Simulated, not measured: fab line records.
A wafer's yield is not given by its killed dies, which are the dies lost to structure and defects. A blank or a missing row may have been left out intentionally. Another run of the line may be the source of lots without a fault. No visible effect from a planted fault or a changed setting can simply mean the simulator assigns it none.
Which tool was responsible?    flow n5 finfet    72 wafers from 24 lots sampled at 2 of the route's 1938 steps

WHAT THE GAUGES READ, wafer by wafer
N5_FIN_SAQP_CD_MEAS_27: target cd 20 nm.
lot   measured     on         cd nm (nm)
L074  day 1 23:46  cd sem-01  20.01 20.72 19.93
L075  day 2 07:00  cd sem-01  20.27 20.66 20.30
L076  day 2 13:23  cd sem-02  20.12 20.18 20.36
L077  day 2 18:17  cd sem-01  19.83 20.34 20.01
L078  day 3 00:17  cd sem-02  20.79 20.10 20.21
L079  day 3 06:01  cd sem-03  20.36 20.29 19.91
L080  day 3 11:44  cd sem-01  20.52 20.20 20.05
L081  day 3 20:46  cd sem-03  20.62 19.90 20.51
L082  day 4 02:01  cd sem-03  20.85 20.64 20.31
L083  day 4 07:53  cd sem-01  20.21 20.64 20.03
L084  day 4 12:28  cd sem-03  20.29 20.26 20.11
L085  day 4 19:16  cd sem-03  20.84 19.72 20.13
L086  day 5 00:20  cd sem-01  19.60 20.17 20.13
L087  day 5 07:26  cd sem-03  20.24 20.22 19.61
L088  day 5 12:52  cd sem-01  19.98 19.80 19.73
L089  day 5 18:22  cd sem-01  20.73 20.22 20.45
L090  day 6 01:29  cd sem-01  19.95 20.22 19.95
L091  day 6 06:14  cd sem-01  20.32 20.08 20.50
L092  day 6 11:41  cd sem-01  20.37 20.13 20.25
L093  day 6 18:23  cd sem-01  20.45 20.31 20.32
L094  day 6 23:53  cd sem-01  20.06 19.89 20.05
L095  day 7 07:41  cd sem-02  20.38 20.21 20.60
L096  day 7 12:10  cd sem-02  20.32 20.29 20.53
L097  day 7 19:13  cd sem-03  20.45 20.58 20.03

EACH LOT AND THE TOOL THAT RAN IT (in order: tool; ch and the chambers of the sampled wafers; start)
lot   N5_FIN_SAQP_RECESS_75
L074  vapor etch-02 ch 0,1, day 1 22:22
L075  vapor etch-02 ch 0,1, day 2 05:37
L076  vapor etch-01 ch 0,1, day 2 11:37
L077  vapor etch-02 ch 0,1, day 2 17:05
L078  vapor etch-01 ch 0,1, day 2 22:59
L079  vapor etch-02 ch 0,1, day 3 04:43
L080  vapor etch-01 ch 0,1, day 3 10:25
L081  vapor etch-02 ch 0,1, day 3 19:16
L082  vapor etch-01 ch 0, day 4 00:26
L083  vapor etch-01 ch 0,1, day 4 06:35
L084  vapor etch-02 ch 0,1, day 4 11:05
L085  vapor etch-01 ch 0,1, day 4 18:05
L086  vapor etch-02 ch 1, day 4 22:44
L087  vapor etch-01 ch 0,1, day 5 06:05
L088  vapor etch-01 ch 0,1, day 5 11:34
L089  vapor etch-02 ch 0,1, day 5 17:04
L090  vapor etch-01 ch 0,1, day 6 00:06
L091  vapor etch-01 ch 0,1, day 6 05:02
L092  vapor etch-02 ch 0,1, day 6 10:23
L093  vapor etch-01 ch 0,1, day 6 17:03
L094  vapor etch-01 ch 0,1, day 6 22:36
L095  vapor etch-02 ch 0,1, day 7 06:28
L096  vapor etch-02 ch 0,1, day 7 10:58
L097  vapor etch-02 ch 0,1, day 7 17:19
- N5_FIN_SAQP_RECESS_75: chemistry HF/NH3, target SiO2, target depth 14.4 nm, afs cycles 3, sublimation time 60 s.

AS READ BY THE TOOLS THEMSELVES (means over the sampled wafers that have a number; for cases with no such wafer, the mark the record gives instead)
N5_FIN_SAQP_RECESS_75.
lot   tool           drypump motor current A (A)
L074  vapor etch-02  5.3
L075  vapor etch-02  5.3
L076  vapor etch-01  5.7
L077  vapor etch-02  5.5
L078  vapor etch-01  5.7
L079  vapor etch-02  5.5
L080  vapor etch-01  5.9
L081  vapor etch-02  5.5
L082  vapor etch-01  5.6
L083  vapor etch-01  5.9
L084  vapor etch-02  5.5
L085  vapor etch-01  5.9
L086  vapor etch-02  5.1
L087  vapor etch-01  5.7
L088  vapor etch-01  5.7
L089  vapor etch-02  5.3
L090  vapor etch-01  5.9
L091  vapor etch-01  5.9
L092  vapor etch-02  5.3
L093  vapor etch-01  5.7
L094  vapor etch-01  5.7
L095  vapor etch-02  5.5
L096  vapor etch-02  5.5
L097  vapor etch-02  5.3

THE ANSWER, worked out from the rows above alone
Rule: the lots themselves supply what counts as usual. Put in order of their means at a reading, lots are off if they are a third of the lots or fewer, leave a main group of 4 or more, and stand apart from it by a gap of 3 or more times the standard deviation of the main group's means; of several such gaps the widest counts. Not used: any main group whose means are identical at the precision the tables above print for the reading. Also off: a lot with no number at a reading for which 4 or more lots have one. The other lots that the step has rows for count as sound. The gauges are gone through in route order, then the tools' own readings, and for those a lot's mean is taken as printed above. The first step at which some lot is off is used, and at that step the reading that is off furthest; a lot without a number counts as furthest.
Nothing can be told from this: no lot is off at any reading shown.

WHAT WAS PUT IN BY THE SIMULATOR
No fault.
